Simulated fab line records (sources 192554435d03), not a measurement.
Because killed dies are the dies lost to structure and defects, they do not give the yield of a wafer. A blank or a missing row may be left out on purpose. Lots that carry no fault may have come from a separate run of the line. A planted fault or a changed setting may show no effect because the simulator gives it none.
Chamber matching ; flow n5-finfet ; 3 sister chambers for N5_BEOL_M0_SAQP_PECVD_03 on pecvd-01
The step deposits SiCN from 3MS/NH3, target thk 12 nm, time 21.1 s. 22 wafers are shown with their chamber, then 11 later ones without.

== WAFERS, EACH WITH ITS CHAMBER ==
wafer;chamber;showerhead-plenum-p-Torr (Torr);throttle-valve-pct (%)
L074.4;0;3.669;8.9
L074.5;1;3.690;9.6
L074.6;2;3.653;8.4
L080.2;1;3.703;9.4
L080.3;0;3.671;8.6
L080.5;0;3.671;8.9
L081.2;2;3.646;8.4
L081.3;0;3.673;8.6
L081.6;1;3.694;9.7
L082.1;2;3.644;8.8
L082.4;2;3.641;8.5
L082.5;0;3.672;8.5
L084.1;2;3.640;8.8
L084.3;0;3.674;8.6
L084.6;2;3.640;8.5
L085.1;0;3.672;8.7
L085.4;0;3.663;8.9
L085.5;2;3.644;8.6
L087.1;2;3.643;8.4
L087.3;1;3.696;9.8
L087.5;1;3.693;9.9
L089.2;1;3.693;9.9

SIGNATURES (averages over the wafers above)
reading;chamber 0;chamber 1;chamber 2;scatter within a chamber
showerhead-plenum-p-Torr;3.67062;3.69483;3.64387;0.00402
throttle-valve-pct;8.713;9.717;8.550;0.174
Rule: for each reading, subtract the chamber's mean from the wafer's reading, divide by that reading's scatter and square the result; add these up over the readings and take the root, which gives the wafer's distance from the chamber. The wafer belongs to the nearest chamber; if the next one is less than 2 further off, it can't be placed. The scatter is the square root of a quotient: the sum, over the shown wafers, of each reading's squared deviation from its chamber's mean, divided by wafers minus chambers.

== WAFERS WHOSE CHAMBER IS MISSING ==
wafer;showerhead-plenum-p-Torr (Torr);throttle-valve-pct (%)
L089.3;3.642;8.5
L089.4;3.688;9.8
L090.1;3.690;9.7
L090.3;3.666;8.6
L090.4;3.664;9.0
L093.1;3.687;9.6
L093.4;3.688;9.7
L093.5;3.644;8.9
L097.2;3.656;8.4
L097.3;3.684;9.9
L097.5;3.688;9.9

== WHICH CHAMBER EACH ONE RAN IN ==
wafer;from the rows above;in truth
L089.3;2;2
L089.4;1;1
L090.1;1;1
L090.3;0;0
L090.4;0;0
L093.1;1;1
L093.4;1;1
L093.5;2;2
L097.2;can't be placed: 2 or 0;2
L097.3;1;1
L097.5;1;1
Placed correctly: 10 of 11. Can't be placed from these rows: 1 (the true chamber is among the candidates in 1). Number placed wrongly: 0.
